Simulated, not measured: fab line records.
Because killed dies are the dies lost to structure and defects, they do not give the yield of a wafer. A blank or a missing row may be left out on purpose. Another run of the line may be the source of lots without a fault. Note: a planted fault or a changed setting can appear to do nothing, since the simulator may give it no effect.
Matching of chambers | flow nandHarc | NHARC_A_BONDPAD_STRIP_15 on rieDiel-06 has 4 sister chambers
The step strips in O2. 14 wafers are shown with their chamber, then 7 later ones without.

WAFERS, EACH WITH ITS CHAMBER
wafer  | chamber | showerheadPlenumPTorr (Torr) | drypumpMotorCurrentA (A) | oesProductAu (a.u.)
L675.1 | 3       | 3.53                         | 5.4                      | 1.011
L675.3 | 2       | 3.61                         | 6.3                      | 1.010
L675.4 | 1       | 3.45                         | 5.1                      | 0.988
L677.2 | 2       | 3.61                         | 6.3                      | 1.010
L677.5 | 0       | 3.68                         | 6.4                      | 1.015
L677.6 | 1       | 3.45                         | 5.1                      | 0.993
L678.2 | 3       | 3.53                         | 5.3                      | 1.003
L678.3 | 0       | 3.68                         | 6.4                      | 1.007
L678.5 | 0       | 3.68                         | 6.4                      | 1.009
L683.1 | 0       | 3.67                         | 6.4                      | 1.008
L683.2 | 1       | 3.45                         | 5.1                      | 0.998
L683.6 | 1       | 3.45                         | 5.0                      | 0.990
L682.1 | 0       | 3.67                         | 6.4                      | 1.007
L682.2 | 1       | 3.45                         | 5.1                      | 1.004

SIGNATURES (averages over the wafers above)
reading               | chamber 0 | chamber 1 | chamber 2 | chamber 3 | scatter within a chamber
showerheadPlenumPTorr | 3.6760    | 3.4500    | 3.6100    | 3.5300    | 0.00346
drypumpMotorCurrentA  | 6.400     | 5.080     | 6.300     | 5.350     | 0.0361
oesProductAu          | 1.00920   | 0.99460   | 1.01000   | 1.00700   | 0.00494
Rule: a wafer's distance from a chamber is the root of the sum, over the readings, of the square of ((its reading less the chamber's mean) divided by the reading's scatter). If the next closest chamber is less than 2 further off than the closest, the wafer can't be placed; otherwise it belongs to the closest. The scatter: the root of (the sum of the squares of (reading less its chamber's mean) over the shown wafers, divided by (wafers less chambers)).

WAFERS WITHOUT THEIR CHAMBER
wafer  | showerheadPlenumPTorr (Torr) | drypumpMotorCurrentA (A) | oesProductAu (a.u.)
L682.5 | 3.67                         | 6.4                      | 1.016
L690.1 | 3.67                         | 6.4                      | 1.010
L690.3 | 3.52                         | 5.3                      | 0.996
L690.5 | 3.44                         | 5.1                      | 0.991
L698.3 | 3.52                         | 5.4                      | 0.990
L698.4 | 3.60                         | 6.3                      | 1.001
L698.6 | 3.52                         | 5.4                      | 0.992

WHICH CHAMBER EACH WENT THROUGH
wafer  | from the rows above | in truth
L682.5 | 0                   | 0
L690.1 | 0                   | 0
L690.3 | 3                   | 3
L690.5 | 1                   | 1
L698.3 | 3                   | 3
L698.4 | 2                   | 2
L698.6 | 3                   | 3
7 of 7 placed correctly. Number that these rows cannot place: 0. Placed wrongly: 0.
